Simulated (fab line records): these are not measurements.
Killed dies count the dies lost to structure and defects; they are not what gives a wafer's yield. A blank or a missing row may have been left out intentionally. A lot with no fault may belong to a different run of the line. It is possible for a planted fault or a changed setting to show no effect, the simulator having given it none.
A single fault, viewed from 3 desks :: flow n5-finfet :: each desk holds nothing but its own numbers, with what lay behind them at the end

## AT THE METROLOGY DESK
Lot by lot, what the gauges showed, no matter which tool ran the lot: averages of those sampled wafers that carry a number. If a lot's mean is further than 4 standard deviations from the usual mean, the lot is out of limits and carries the mark OUT (the distance appears in the brackets). It has 12 readings; the 7 that lie furthest out on some lot are the ones shown.
Columns: A = DIBL_N at N5_BEOL_M4_RC_MEAS_101, usual 35.9 mV/V; B = DIBL_P at N5_BEOL_M4_RC_MEAS_101, usual 35.9 mV/V; C = IOFF_N at N5_BEOL_M4_RC_MEAS_101, usual 0.149 nA/um; D = IOFF_P at N5_BEOL_M4_RC_MEAS_101, usual 0.205 nA/um; E = SS_P at N5_BEOL_M4_RC_MEAS_101, usual 73.2 mV/dec; F = VT_N at N5_BEOL_M4_RC_MEAS_101, usual 250.6 mV; G = VT_P at N5_BEOL_M4_RC_MEAS_101, usual -250.1 mV
lot: L554
first seen here: day 3 19:10
A: 36.7
B: 36.7
C: 0.151
D: 0.219
E: 73.0
F: 250.7
G: -247.2

lot: L555
first seen here: day 4 03:32
A: 35.2
B: 35.2
C: 0.122
D: 0.173
E: 72.7
F: 255.3
G: -253.1

lot: L563
first seen here: day 6 07:55
A: 33.7
B: 35.6
C: 0.143
D: 0.218
E: 73.2
F: 250.3
G: -248.2

lot: L566
first seen here: day 6 21:44
A: 37.7
B: 38.9
C: 0.178
D: 0.219
E: 74.0
F: 248.8
G: -249.2

lot: L567
first seen here: day 7 03:43
A: 36.5
B: 36.2
C: 0.139
D: 0.191
E: 73.1
F: 253.1
G: -251.4

lot: L572
first seen here: day 8 08:02
A: 36.2
B: 34.6
C: 0.148
D: 0.220
E: 73.5
F: 251.0
G: -249.2
Finding of this desk: none of the 6 lots has anything out of limits.

## THE DEFECT DESK
Counts from the inspections along the route, per lot, as means over the sampled wafers that have a number. If a lot's mean is further than 4 standard deviations from the usual mean, the lot is out of limits and carries the mark OUT (the distance appears in the brackets).
Columns: A = raw-defect-count at N5_STI_FIN_REVEAL_INSPECT_13, usual 14
lot: L554
first seen here: day 3 19:17
A: 12

lot: L555
first seen here: day 4 03:40
A: 16

lot: L563
first seen here: day 6 08:02
A: 9

lot: L566
first seen here: day 6 21:52
A: 18

lot: L567
first seen here: day 7 03:50
A: 23

lot: L572
first seen here: day 8 08:09
A: 13
Finding of this desk: none of the 6 lots has anything out of limits.

## TOOL OWNER'S DESK, ald-sin-04
The tool's own readings at N5_DUMMY_GATE_ALD_02 (deposits SiO2, target thk 2 nm, pulse time 1 s): means of the sampled wafers that have a number, for each lot that ran on this tool. If a lot's mean is further than 4 standard deviations from the usual mean, the lot is out of limits and carries the mark OUT (the distance appears in the brackets).
Columns: A = heater-power-outer-w at N5_DUMMY_GATE_ALD_02, usual 268 W; B = heater-power-w at N5_DUMMY_GATE_ALD_02, usual 475 W; C = precursor-pulse-height-rel at N5_DUMMY_GATE_ALD_02, usual 1.000
lot: L555
first seen here: day 4 04:49
A: 254
B: 464
C: 1.001

lot: L563
first seen here: day 6 08:08
A: 263
B: 466
C: 1.014

lot: L566
first seen here: day 6 21:57
A: 240
B: 428
C: 1.025
Finding of this desk: none of the 3 lots has anything out of limits.

## TAKEN TOGETHER
Nothing out of limits was seen by the metrology desk.
The defect desk saw nothing out of limits.
The tool owner's desk saw nothing out of limits.

## WHAT THE SIMULATOR HAD PUT IN
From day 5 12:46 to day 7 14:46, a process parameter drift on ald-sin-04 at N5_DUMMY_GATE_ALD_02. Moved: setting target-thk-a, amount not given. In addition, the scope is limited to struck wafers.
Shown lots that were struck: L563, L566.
